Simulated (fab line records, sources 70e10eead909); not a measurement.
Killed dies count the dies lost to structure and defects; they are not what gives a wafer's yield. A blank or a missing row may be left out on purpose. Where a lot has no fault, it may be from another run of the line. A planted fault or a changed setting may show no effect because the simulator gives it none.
What tool caused it? -- flow nand harc -- Sampling: 7 lots, 21 wafers, 4 of 1159 route steps

WHAT THE GAUGES SHOWED, per wafer
NHARC_A_ONON_D1_THK_MEAS_08: measures by ellipsometry.
lot,measured,on,thk nm (nm)
L678,day 8 10:52,film metro-01,1005 1004 1003
L679,day 8 16:27,film metro-02,1010 1006 1008
L681,day 9 02:07,film metro-02,1008 1007 1006
L687,day 10 18:46,film metro-02,996 1743 996
L692,day 12 04:28,film metro-02,1014 1014 1012
L696,day 13 05:13,film metro-01,1012 1013 1012
L698,day 13 11:00,film metro-01,995 995 994

WHAT TOOL EACH LOT RAN ON (gives the tool, then ch and the chambers of the sampled wafers, and finally the start)
lot,NHARC_P_BONDPAD_PRE_CLEAN_26,NHARC_A_ZERO_WELL_ETCH_13,NHARC_A_ONON_D1_DEP_06
L678,"pvd sputter-01, day 7 11:46 or earlier","rie si-01 ch 1,2, day 7 11:46","pecvd onon-02 ch 0, day 8 10:21"
L679,"pvd sputter-02, day 7 17:13 or earlier","rie si-05 ch 0,1,2, day 7 17:13","pecvd onon-02 ch 0, day 8 15:56"
L681,"pvd sputter-02, day 8 02:36 or earlier","rie si-05 ch 1,2, day 8 02:36","pecvd onon-02 ch 0, day 9 01:37"
L687,"pvd sputter-02, day 9 21:32 or earlier","rie si-05 ch 0,1, day 9 21:32","pecvd onon-02 ch 0, day 10 18:16"
L692,"pvd sputter-01, day 11 02:20 or earlier","rie si-01 ch 0,1,2, day 11 02:20","pecvd onon-01 ch 0, day 12 03:57"
L696,"pvd sputter-01, day 12 04:16 or earlier","rie si-05 ch 0,1,3, day 12 04:16","pecvd onon-01 ch 0, day 13 04:43"
L698,"pvd sputter-03, day 12 11:50 or earlier","rie si-05 ch 1,2,3, day 12 11:50","pecvd onon-03 ch 0, day 13 10:29"
- NHARC_P_BONDPAD_PRE_CLEAN_26: time 30 s.
- NHARC_A_ZERO_WELL_ETCH_13: etches the open film in HBr/Cl2, target depth 120 nm, time 40.1 s.
- NHARC_A_ONON_D1_DEP_06: target thk 1000 nm.

THE ANSWER, worked out from the rows above alone
Rule: the lots themselves supply what counts as usual. The widest of any qualifying gaps counts: lots, ordered by their means at a reading, are off when they make up no more than a third of the lots, leave a main group of 4 or more, and stand apart from it by 3 or more times the standard deviation of that group's means. Not used: any main group whose means are identical at the precision the tables above print for the reading. A lot without any number at a reading at which 4 lots or more have one is off too. Any other lot the step has rows for is counted as sound.
Off: L687, at NHARC_A_ONON_D1_THK_MEAS_08 (thk nm). The main group has a mean of 1007 nm with a standard deviation of 6.2.
A tool fits if, at a process step before that reading, it ran every lot that is off, and no sound lot after the first of them. The gauges at NHARC_A_ONON_D1_THK_MEAS_08 are tried like those tools. With no start given for some of its lots, NHARC_P_BONDPAD_PRE_CLEAN_26 uses the hours and lot order of NHARC_A_ZERO_WELL_ETCH_13. This does not decide it: 2 tools fit, namely pvd sputter-02 at NHARC_P_BONDPAD_PRE_CLEAN_26 and pecvd onon-02 at NHARC_A_ONON_D1_DEP_06.

WHAT WAS PUT IN BY THE SIMULATOR
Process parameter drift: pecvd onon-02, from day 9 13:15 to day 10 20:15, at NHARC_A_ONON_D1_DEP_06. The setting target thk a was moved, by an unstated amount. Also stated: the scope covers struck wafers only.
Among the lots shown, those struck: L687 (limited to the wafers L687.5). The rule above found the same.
